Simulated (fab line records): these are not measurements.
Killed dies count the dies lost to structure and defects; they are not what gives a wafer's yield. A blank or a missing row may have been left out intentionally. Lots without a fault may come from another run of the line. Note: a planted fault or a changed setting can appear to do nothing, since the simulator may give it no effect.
fab line records ; flow n5Finfet
record lots=7; wafers=21
route steps=1938 shown BEOL_M9@1446 BEOL_M10@1488 BEOL_M11@1536 BEOL_M12@1605 BEOL_M14@1738
startH: hours from the record's first day to the start of the lot's first wafer shown ; waitH: hours from the lot's prior step to this one ; " unchanged from the row above ; L1.1+2: one row covering several wafers at once ; - value missing, or start not given ; * or withheld: withheld ; < > ~ a bound
route shown NAME@n: NAME is a module with steps in the file, n the number in the route of the first one ; usual: average and standard deviation across the fault-free wafers ; same: alike in all rows ; chamber/n: place in a boat ; sites: each site's reading ; _std_site: their standard deviation ; _edge_site: the outer-site mean with the inner-site mean subtracted ; radiusMm: how far each site lies from the wafer's centre ; mask NAME#n: copy n ; behind: tool/chamber where the wafer was last shaped ; hold: the reason the lot was held/the length of the hold in hours/how it ended ; device: names the non-switching transistor (n, p or np) ; end of line: tests of these same wafers at the route's end ; step lacking rows: just its recipe ; killed: dies lost to structure and defects at the first sort, not the wafer's yield ; map: dies across one wafer; x = killed, . = not, _ = none there
set.NAME: the setting the step ran with; set.NAME@STEP: the setting that earlier step ran with ; model.NAME: the simulator's own value behind a step, which no gauge read
lots run with intentionally changed settings; tables by step, rows by wafer
## steps
# step N5_BEOL_M9_TRENCH_ETCH_37
# recipe chemistry=C4F6/O2; targetDepthA=1514.3; target=SiCOH_lowk; timeS=49; ionEnergyEv=250; pressureMtorr=30; sourceW=345; biasW=185; Ar_flow_sccm=300; C4F6_flow_sccm=10; O2_flow_sccm=10
# usual rfVppV=667/12
lot.wafer;tool;chamber;startH;waitH;set.biasW;rfVppV
L075.1;rieDiel-02;1;-;-;203.9;728
L075.2;rieDiel-02;2;-;-;185;666
L075.6;rieDiel-02;1;-;-;185;675
L083.1;rieDiel-04;2;-;-;200.5;710
L083.3;rieDiel-04;0;-;-;200.5;683
L083.5;rieDiel-04;3;-;-;185;666
L092.1;rieDiel-04;1;-;-;185;682
L092.3;rieDiel-04;3;-;-;165.2;607
L092.4;rieDiel-04;1;-;-;165.2;624
L091.1;rieDiel-03;3;-;-;165.2;609
L091.2;rieDiel-03;1;-;-;185;678
L091.3;rieDiel-03;2;-;-;165.2;615
L095.3;rieDiel-03;3;-;-;185;666
L095.4;rieDiel-03;1;-;-;211.4;753
L095.5;rieDiel-03;3;-;-;211.4;740
L096.1;rieDiel-04;2;-;-;185;669
L096.4;rieDiel-04;1;-;-;185;682
L096.5;rieDiel-04;1;-;-;185;683
L097.1;rieDiel-02;0;-;-;171.8;606
L097.4;rieDiel-02;3;-;-;185;671
L097.6;rieDiel-02;0;-;-;171.8;606
# step N5_BEOL_M10_ETCH_62
# recipe chemistry=N2/H2; target=SOC; targetDepthA=1100; overetchA=220; maskMaterial=SiARC; tempC=40; timeS=165; ionEnergyEv=200; pressureMtorr=30; sourceW=840; biasW=150; n2FlowSccm=200; h2FlowSccm=200
lot.wafer;tool;chamber;startH;waitH;set.timeS;model.SiARC_of_BEOL_M10_COAT_60.thkNm
L075.1+2+6;rieDiel-06;0,1,1;247.16;0.0;165;23.8
L083.1+5;rieDiel-01;0;282.14;0.0;189.6;22.4
L083.3;rieDiel-01;1;282.14;0.0;189.6;22.6
L092.1;rieDiel-05;2;328.66;0.0;165;23.4
L092.3+4;rieDiel-05;1;328.66;0.0;165;23.2
L091.1;rieDiel-01;3;337.86;0.0;182.6;22.8
L091.2;rieDiel-01;2;337.86;0.0;165;23.8
L091.3;rieDiel-01;0;337.86;0.0;165;23.6
L095.3;rieDiel-01;1;353.15;0.0;185.2;22.6
L095.4;rieDiel-01;0;353.15;0.0;165;23.4
L095.5;rieDiel-01;0;353.15;0.0;185.2;22.4
L096.1+5;rieDiel-06;2;366.43;0.0;165;23.4
L096.4;rieDiel-06;1;366.43;0.0;165;23.6
L097.1+4;rieDiel-06;3,2;388.02;0.0;165;23.4
L097.6;rieDiel-06;1;388.02;0.0;165;23.6
# step N5_BEOL_M10_STRIP_68
# recipe chemistry=N2/H2; tempC=40; n2FlowSccm=200; h2FlowSccm=200; rfFrequencyHz=6e+07
# step N5_BEOL_M10_STRIP_67
# recipe chemistry=CF4; resist=SiARC; powerW=300; biasPowerW=75; pressureMtorr=50; cf4FlowSccm=150; rfFrequencyHz=6e+07
# step N5_BEOL_M10_HM_OPEN_17
# recipe chemistry=Cl2/BCl3; targetDepthA=200; overetchA=60; target=TiN; maskMaterial=SOC; ionEnergyEv=150; pressureMtorr=10; icpW=1000; biasW=126; Cl2_flow_sccm=53.25; bcl3FlowSccm=21.75; Ar_flow_sccm=25
lot.wafer;tool;chamber;startH;waitH;set.timeS@BEOL_M10_ETCH_62;model.etch.depthNm
L075.1;rieMetal-01;1;247.35;0.0;165;20.15
L075.2;rieMetal-01;0;247.35;0.0;165;20.2
L075.6;rieMetal-01;0;247.35;0.0;165;19.99
L083.1;rieMetal-02;0;282.33;0.0;189.6;17.42
L083.3;rieMetal-02;1;282.33;0.0;189.6;17.09
L083.5;rieMetal-02;1;282.33;0.0;189.6;17.24
L092.1;rieMetal-02;1;328.85;0.0;165;19.72
L092.3;rieMetal-02;0;328.85;0.0;165;19.85
L092.4;rieMetal-02;1;328.85;0.0;165;19.96
L091.1;rieMetal-01;1;338.04;0.0;182.6;18.17
L091.2;rieMetal-01;0;338.04;0.0;165;19.89
L091.3;rieMetal-01;0;338.04;0.0;165;20.04
L095.3;rieMetal-01;1;353.40;0.1;185.2;18.06
L095.4;rieMetal-01;1;353.40;0.1;165;19.69
L095.5;rieMetal-01;1;353.40;0.1;185.2;17.86
L096.1;rieMetal-02;0;366.61;0.0;165;20.57
L096.4;rieMetal-02;0;366.61;0.0;165;20.08
L096.5;rieMetal-02;1;366.61;0.0;165;20.06
L097.1;rieMetal-01;0;388.21;0.0;165;20.1
L097.4;rieMetal-01;0;388.21;0.0;165;20.2
L097.6;rieMetal-01;1;388.21;0.0;165;20.33
# step N5_BEOL_M11_ILD_DEP_00
# recipe material=SiCOH_lowk; targetThkA=3085.1; tempC=300; precursor=DEMS/porogen; pressureTorr=5; rfW=500; timeS=58
lot.wafer;tool;chamber;startH;waitH;set.timeS;model.SiCOH_lowk_of_BEOL_M11_ILD_DEP_00.thkNm
L075.1;pecvd-01;2;251.92;0.0;58;312.4
L075.2;pecvd-01;0;251.92;0.0;58;309.8
L075.6;pecvd-01;0;251.92;0.0;53.25;290.6
L083.1;pecvd-03;0;289.48;0.0;58;306.6
L083.3;pecvd-03;2;289.48;0.0;58;305
L083.5;pecvd-03;0;289.48;0.0;62.38;336.4
L092.1;pecvd-03;1;335.18;0.0;61.07;317.6
L092.3;pecvd-03;0;335.18;0.0;58;305
L092.4;pecvd-03;2;335.18;0.0;61.07;324
L091.1;pecvd-01;0;343.15;0.0;53.94;287.6
L091.2;pecvd-01;2;343.15;0.0;58;312.2
L091.3;pecvd-01;1;343.15;0.0;53.94;290.8
L095.3;pecvd-01;1;359.57;0.0;61.04;325.2
L095.4;pecvd-01;0;359.57;0.0;61.04;323
L095.5;pecvd-01;1;359.57;0.0;58;312.4
L096.1;pecvd-01;1;374.83;0.0;58;310.6
L096.4+5;pecvd-01;1,2;374.83;0.0;58;312.4
L097.1;pecvd-03;0;393.78;0.0;49.6;262.4
L097.4;pecvd-03;2;393.78;0.0;58;306.4
L097.6;pecvd-03;1;393.78;0.0;49.6;264.6
# step N5_BEOL_M11_CURE_71
# recipe tempC=385; timeS=240; ambient=He/Ar; material=SiCOH_lowk
lot.wafer;tool;chamber;startH;waitH;set.timeS@BEOL_M11_ILD_DEP_00;model.SiCOH_lowk_of_BEOL_M11_ILD_DEP_00.thkNm
L075.1;uvCure-02;1;252.00;0.0;58;271.4
L075.2;uvCure-02;1;252.00;0.0;58;269.2
L075.6;uvCure-02;1;252.00;0.0;53.25;252.2
L083.1;uvCure-02;2;289.56;0.0;58;266.2
L083.3;uvCure-02;2;289.56;0.0;58;265
L083.5;uvCure-02;2;289.56;0.0;62.38;292.6
L092.1;uvCure-03;0;335.58;0.4;61.07;276
L092.3;uvCure-03;0;335.58;0.4;58;264.8
L092.4;uvCure-03;0;335.58;0.4;61.07;281.8
L091.1;uvCure-03;1;343.23;0.0;53.94;249.6
L091.2;uvCure-03;1;343.23;0.0;58;271.4
L091.3;uvCure-03;1;343.23;0.0;53.94;252.4
L095.3;uvCure-01;1;359.81;0.2;61.04;282.8
L095.4;uvCure-01;1;359.81;0.2;61.04;281
L095.5;uvCure-01;1;359.81;0.2;58;271.4
L096.1;uvCure-01;1;374.97;0.1;58;270
L096.4;uvCure-01;1;374.97;0.1;58;271.4
L096.5;uvCure-01;1;374.97;0.1;58;271.6
L097.1;uvCure-01;1;393.86;0.0;49.6;227.4
L097.4;uvCure-01;1;393.86;0.0;58;266
L097.6;uvCure-01;1;393.86;0.0;49.6;229.2
# step N5_BEOL_M11_THK_MEAS_01
# recipe reads=SiCOH_lowk_of_BEOL_M11_ILD_DEP_00
# usual M11_ILD_THK=270/3.4
lot.wafer;tool;chamber;startH;waitH;set.timeS@BEOL_M11_ILD_DEP_00;M11_ILD_THK[nm]
L075.1;filmMetro-02;-;252.51;0.4;58;272
L075.2;filmMetro-02;-;252.51;0.4;58;269
L075.6;filmMetro-02;-;252.51;0.4;53.25;252
L083.1;filmMetro-01;-;290.07;0.4;58;266
L083.3;filmMetro-01;-;290.07;0.4;58;265
L083.5;filmMetro-01;-;290.07;0.4;62.38;293
L092.1;filmMetro-01;-;336.09;0.4;61.07;276
L092.3;filmMetro-01;-;336.09;0.4;58;265
L092.4;filmMetro-01;-;336.09;0.4;61.07;282
L091.1;filmMetro-01;-;343.74;0.4;53.94;250
L091.2;filmMetro-01;-;343.74;0.4;58;271
L091.3;filmMetro-01;-;343.74;0.4;53.94;252
L095.3;filmMetro-01;-;360.16;0.3;61.04;282
L095.4;filmMetro-01;-;360.16;0.3;61.04;281
L095.5;filmMetro-01;-;360.16;0.3;58;271
L096.1;filmMetro-02;-;375.48;0.4;58;270
L096.4;filmMetro-02;-;375.48;0.4;58;272
L096.5;filmMetro-02;-;375.48;0.4;58;272
L097.1;filmMetro-02;-;394.37;0.4;49.6;227
L097.4;filmMetro-02;-;394.37;0.4;58;266
L097.6;filmMetro-02;-;394.37;0.4;49.6;229
# step N5_BEOL_M12_COAT_04
# recipe spinRpm=1625; resistThkNm=400
lot.wafer;tool;chamber;startH;waitH;set.spinRpm;model.coat_of_BEOL_M12_COAT_04.thkNm
L075.1;lithoTrack-03;0;-;-;1625;400.2
L075.2;lithoTrack-03;0;-;-;1702;392.2
L075.6;lithoTrack-03;0;-;-;1702;392.6
L083.1;lithoTrack-05;0;-;-;1744;384.4
L083.3;lithoTrack-05;0;-;-;1625;398.6
L083.5;lithoTrack-05;0;-;-;1744;385.4
L092.1;lithoTrack-03;0;-;-;1464;420.4
L092.3;lithoTrack-03;0;-;-;1464;419.2
L092.4;lithoTrack-03;0;-;-;1625;397
L091.1;lithoTrack-03;0;-;-;1625;401.4
L091.2;lithoTrack-03;0;-;-;1472;421.8
L091.3;lithoTrack-03;0;-;-;1625;400.8
L095.3;lithoTrack-02;0;-;-;1783;382.6
L095.4;lithoTrack-02;0;-;-;1625;400.6
L095.5;lithoTrack-02;0;-;-;1783;382.8
L096.1;lithoTrack-02;0;-;-;1625;396.8
L096.4;lithoTrack-02;0;-;-;1625;397.8
L096.5;lithoTrack-02;0;-;-;1625;397
L097.1;lithoTrack-03;0;-;-;1625;399.8
L097.4;lithoTrack-03;0;-;-;1625;399.2
L097.6;lithoTrack-03;0;-;-;1625;399
# step N5_BEOL_M12_EBR_06
# recipe solvent=PGMEA; ebrWidthMm=1.5
# step N5_BEOL_M12_SOFTBAKE_05
# recipe tempC=130; timeS=60
# step N5_BEOL_M12_DESCUM_15
# recipe chemistry=O2; timeS=7.9; sourcePowerW=50; biasPowerW=20; pressureMtorr=20; rfFrequencyHz=2.712e+07; tempC=40; o2FlowSccm=225
# step N5_BEOL_M12_ETCH_59
# recipe chemistry=N2/H2; target=BARC; targetDepthA=890; overetchA=267; timeS=67.9; ionEnergyEv=200; pressureMtorr=30; sourceW=840; biasW=150; n2FlowSccm=200; h2FlowSccm=200
lot.wafer;tool;chamber;startH;waitH;set.spinRpm@BEOL_M12_COAT_04;model.coat_of_BEOL_M12_COAT_04.thkNm
L075.1;rieDiel-06;0;260.27;0.0;1625;319.6
L075.2;rieDiel-06;2;260.27;0.0;1702;311.2
L075.6;rieDiel-06;2;260.27;0.0;1702;311
L083.1;rieDiel-01;3;302.23;0.0;1744;299
L083.3;rieDiel-01;0;302.23;0.0;1625;314.4
L083.5;rieDiel-01;1;302.23;0.0;1744;303.6
L092.1;rieDiel-01;2;344.72;0.0;1464;339.6
L092.3;rieDiel-01;1;344.72;0.0;1464;338.2
L092.4;rieDiel-01;3;344.72;0.0;1625;311.8
L091.1;rieDiel-01;0;355.45;0.0;1625;317.6
L091.2;rieDiel-01;2;355.45;0.0;1472;340.6
L091.3;rieDiel-01;1;355.45;0.0;1625;320.2
L095.3;rieDiel-06;1;368.17;0.0;1783;301.6
L095.4;rieDiel-06;0;368.17;0.0;1625;319.6
L095.5;rieDiel-06;3;368.17;0.0;1783;299
L096.1;rieDiel-05;3;385.34;0.0;1625;312.8
L096.4;rieDiel-05;0;385.34;0.0;1625;313.8
L096.5;rieDiel-05;0;385.34;0.0;1625;313.6
L097.1;rieDiel-01;0;402.31;0.0;1625;316.2
L097.4;rieDiel-01;3;402.31;0.0;1625;314.6
L097.6;rieDiel-01;0;402.31;0.0;1625;315.2
# step N5_BEOL_M12_VIA_ETCH_16
# recipe chemistry=C4F8/O2/Ar; target=SiOC; pressureMtorr=30; sourceW=3000; biasW=700; Ar_flow_sccm=400; C4F8_flow_sccm=15; O2_flow_sccm=8; heInnerTorr=15; heOuterTorr=30; targetDepthA=7248; timeS=withheld; ionEnergyEv=250; ends=cleared
lot.wafer;tool;chamber;startH;waitH;set.spinRpm@BEOL_M12_COAT_04;model.coat_of_BEOL_M12_COAT_04.thkNm
L075.1;rieDiel-06;0;260.33;0.0;1625;126.2
L075.2;rieDiel-06;2;260.33;0.0;1702;118.8
L075.6;rieDiel-06;2;260.33;0.0;1702;115.6
L083.1;rieDiel-01;3;302.29;0.0;1744;102.4
L083.3;rieDiel-01;0;302.29;0.0;1625;120.8
L083.5;rieDiel-01;1;302.29;0.0;1744;110
L092.1;rieDiel-01;2;344.77;0.0;1464;147.6
L092.3;rieDiel-01;1;344.77;0.0;1464;144.6
L092.4;rieDiel-01;3;344.77;0.0;1625;118.4
L091.1;rieDiel-01;0;355.51;0.0;1625;125.8
L091.2;rieDiel-01;2;355.51;0.0;1472;149.4
L091.3;rieDiel-01;1;355.51;0.0;1625;128
L095.3;rieDiel-06;1;368.22;0.0;1783;108.2
L095.4;rieDiel-06;0;368.22;0.0;1625;124
L095.5;rieDiel-06;3;368.22;0.0;1783;102.6
L096.1;rieDiel-05;3;385.39;0.0;1625;120.2
L096.4+5;rieDiel-05;0;385.39;0.0;1625;119.4
L097.1;rieDiel-01;0;402.36;0.0;1625;128
L097.4;rieDiel-01;3;402.36;0.0;1625;123.2
L097.6;rieDiel-01;0;402.36;0.0;1625;124.4
# step N5_BEOL_M12_STRIP_63
# recipe chemistry=N2/H2; powerW=1000; tempC=250; h2Frac=0.65; overashFraction=0.3; pressureMtorr=1000; n2FlowSccm=1750; h2FlowSccm=3250
# usual stripTimeToEndpointS=42.5/0.91
lot.wafer;tool;chamber;startH;waitH;set.spinRpm@BEOL_M12_COAT_04;stripTimeToEndpointS
L075.1;plasmaAsher-02;1;260.56;-;1625;43.4
L075.2;plasmaAsher-02;0;260.56;-;1702;41.3
L075.6;plasmaAsher-02;1;260.56;-;1702;40.5
L083.1;plasmaAsher-01;0;302.53;-;1744;36.9
L083.3;plasmaAsher-01;0;302.53;-;1625;41.9
L083.5;plasmaAsher-01;0;302.53;-;1744;38.9
L092.1;plasmaAsher-02;1;344.97;-;1464;49.0
L092.3;plasmaAsher-02;0;344.97;-;1464;48.3
L092.4;plasmaAsher-02;1;344.97;-;1625;41.2
L091.1;plasmaAsher-01;1;355.71;-;1625;43.2
L091.2;plasmaAsher-01;0;355.71;-;1472;49.5
L091.3;plasmaAsher-01;1;355.71;-;1625;43.8
L095.3;plasmaAsher-01;1;368.67;-;1783;38.5
L095.4;plasmaAsher-01;0;368.67;-;1625;42.7
L095.5;plasmaAsher-01;1;368.67;-;1783;36.9
L096.1;plasmaAsher-01;1;385.59;-;1625;41.7
L096.4;plasmaAsher-01;0;385.59;-;1625;41.5
L096.5;plasmaAsher-01;1;385.59;-;1625;41.5
L097.1;plasmaAsher-02;1;402.56;-;1625;43.8
L097.4;plasmaAsher-02;1;402.56;-;1625;42.6
L097.6;plasmaAsher-02;0;402.56;-;1625;42.9
# step N5_BEOL_M12_SPUTTER_43
# recipe material=TaN; targetThkA=150; tempC=50; biasV=168.6; powerW=15000; chamberPressurePa=0.12; timeS=24.19
lot.wafer;tool;chamber;startH;waitH;set.powerW;model.TaN_of_BEOL_M12_SPUTTER_43.thkNm
L075.1;pvdSputter-03;-;262.76;0.0;12460;12.2
L075.2+6;pvdSputter-03;-;262.76;0.0;15000;15
L083.1;pvdSputter-03;-;310.47;0.0;15000;15
L083.3;pvdSputter-03;-;310.47;0.0;12760;13
L083.5;pvdSputter-03;-;310.47;0.0;12760;12.8
L092.1;pvdSputter-02;-;352.28;0.0;15000;15.4
L092.3;pvdSputter-02;-;352.28;0.0;15000;15
L092.4;pvdSputter-02;-;352.28;0.0;14100;14.2
L091.1;pvdSputter-01;-;359.95;0.0;15000;15
L091.2+3;pvdSputter-01;-;359.95;0.0;14180;14
L095.3;pvdSputter-02;-;374.03;0.0;15000;15.2
L095.4;pvdSputter-02;-;374.03;0.0;16790;17.2
L095.5;pvdSputter-02;-;374.03;0.0;16790;16.8
L096.1;pvdSputter-03;-;388.90;0.0;15000;15.4
L096.4+5;pvdSputter-03;-;388.90;0.0;15000;15
L097.1;pvdSputter-03;-;406.13;0.0;15000;15.2
L097.4;pvdSputter-03;-;406.13;0.0;15000;14.8
L097.6;pvdSputter-03;-;406.13;0.0;13980;14.2
# step N5_BEOL_M12_SPUTTER_44
# recipe material=Ta; targetThkA=100; tempC=50; biasV=80; powerW=15000; chamberPressurePa=0.07; timeS=16.13
lot.wafer;tool;chamber;startH;waitH;set.timeS;model.Ta_of_BEOL_M12_SPUTTER_44.thkNm
L075.1+6;pvdSputter-03;-;262.84;0.0;15.4;9.2
L075.2;pvdSputter-03;-;262.84;0.0;16.13;9.8
L083.1+3+5;pvdSputter-03;-;310.55;0.0;18.22;11.4
L092.1+4;pvdSputter-02;-;352.36;0.0;16.13;9.8
L092.3;pvdSputter-02;-;352.36;0.0;16.13;10
L091.1+3;pvdSputter-01;-;360.03;0.0;16.13;10
L091.2;pvdSputter-01;-;360.03;0.0;17.79;11
L095.3+4;pvdSputter-02;-;374.11;0.0;17.22;10.6
L095.5;pvdSputter-02;-;374.11;0.0;16.13;10
L096.1;pvdSputter-03;-;388.98;0.0;16.13;9.8
L096.4+5;pvdSputter-03;-;388.98;0.0;16.13;10
L097.1+6;pvdSputter-03;-;406.21;0.0;16.13;10
L097.4;pvdSputter-03;-;406.21;0.0;16.13;10.2
# step N5_BEOL_M14_COAT_66
# recipe resist=SiARC; tempC=220; timeS=60; spinRpm=1500; resistThkNm=110
lot.wafer;tool;chamber;startH;waitH;set.spinRpm;model.SiARC_of_BEOL_M14_COAT_66.thkNm
L075.1;lithoTrack-02;0;-;-;1500;110.2
L075.2;lithoTrack-02;0;-;-;1334;116.8
L075.6;lithoTrack-02;0;-;-;1500;109.8
L083.1;lithoTrack-03;0;-;-;1500;109.6
L083.3;lithoTrack-03;0;-;-;1500;109.4
L083.5;lithoTrack-03;0;-;-;1500;109.8
L092.1+4;lithoTrack-03;0;-;-;1500;109.4
L092.3;lithoTrack-03;0;-;-;1500;109.6
L091.1;lithoTrack-02;0;-;-;1358;115.8
L091.2+3;lithoTrack-02;0;-;-;1500;110
L095.3;lithoTrack-03;0;-;-;1500;109.6
L095.4+5;lithoTrack-03;0;-;-;1454;111.4
L096.1;lithoTrack-04;0;-;-;1500;110.6
L096.4;lithoTrack-04;0;-;-;1500;110
L096.5;lithoTrack-04;0;-;-;1500;110.2
L097.1+4;lithoTrack-04;0;-;-;1379;114.6
L097.6;lithoTrack-04;0;-;-;1500;110.2
## key
split step=N5_BEOL_M9_TRENCH_ETCH_37; setting=biasW; stated=185; by=wafer
response step=N5_BEOL_M9_TRENCH_ETCH_37; reading=rfVppV; change=+5.88; per=1%; r=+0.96
split step=N5_BEOL_M10_ETCH_62; setting=timeS; stated=165; by=wafer
response step=N5_BEOL_M10_ETCH_62; reading=model.SiARC_of_BEOL_M10_COAT_60.thkNm; change=-0.0782; per=1%; r=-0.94
response step=N5_BEOL_M10_HM_OPEN_17; reading=model.etch.depthNm; change=-0.153; per=1%; r=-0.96
split step=N5_BEOL_M11_ILD_DEP_00; setting=timeS; stated=58; by=wafer
response step=N5_BEOL_M11_ILD_DEP_00; reading=model.SiCOH_lowk_of_BEOL_M11_ILD_DEP_00.thkNm; change=+3.03; per=1%; r=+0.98
response step=N5_BEOL_M11_CURE_71; reading=model.SiCOH_lowk_of_BEOL_M11_ILD_DEP_00.thkNm; change=+2.67; per=1%; r=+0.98
response step=N5_BEOL_M11_THK_MEAS_01; reading=M11_ILD_THK; change=+2.68; per=1%; r=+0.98
split step=N5_BEOL_M12_COAT_04; setting=spinRpm; stated=1625; by=wafer
response step=N5_BEOL_M12_COAT_04; reading=model.coat_of_BEOL_M12_COAT_04.thkNm; change=-2.05; per=1%; r=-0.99
response step=N5_BEOL_M12_ETCH_59; reading=model.coat_of_BEOL_M12_COAT_04.thkNm; change=-2.23; per=1%; r=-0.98
response step=N5_BEOL_M12_VIA_ETCH_16; reading=model.coat_of_BEOL_M12_COAT_04.thkNm; change=-2.28; per=1%; r=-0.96
response step=N5_BEOL_M12_STRIP_63; reading=stripTimeToEndpointS; change=*; per=1%; r=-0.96
split step=N5_BEOL_M12_SPUTTER_43; setting=powerW; stated=15000; by=wafer
response step=N5_BEOL_M12_SPUTTER_43; reading=model.TaN_of_BEOL_M12_SPUTTER_43.thkNm; change=+0.153; per=1%; r=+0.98
split step=N5_BEOL_M12_SPUTTER_44; setting=timeS; stated=16.13; by=wafer
response step=N5_BEOL_M12_SPUTTER_44; reading=model.Ta_of_BEOL_M12_SPUTTER_44.thkNm; change=+0.0992; per=1%; r=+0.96
split step=N5_BEOL_M14_COAT_66; setting=spinRpm; stated=1500; by=wafer
response step=N5_BEOL_M14_COAT_66; reading=model.SiARC_of_BEOL_M14_COAT_66.thkNm; change=-0.597; per=1%; r=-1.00
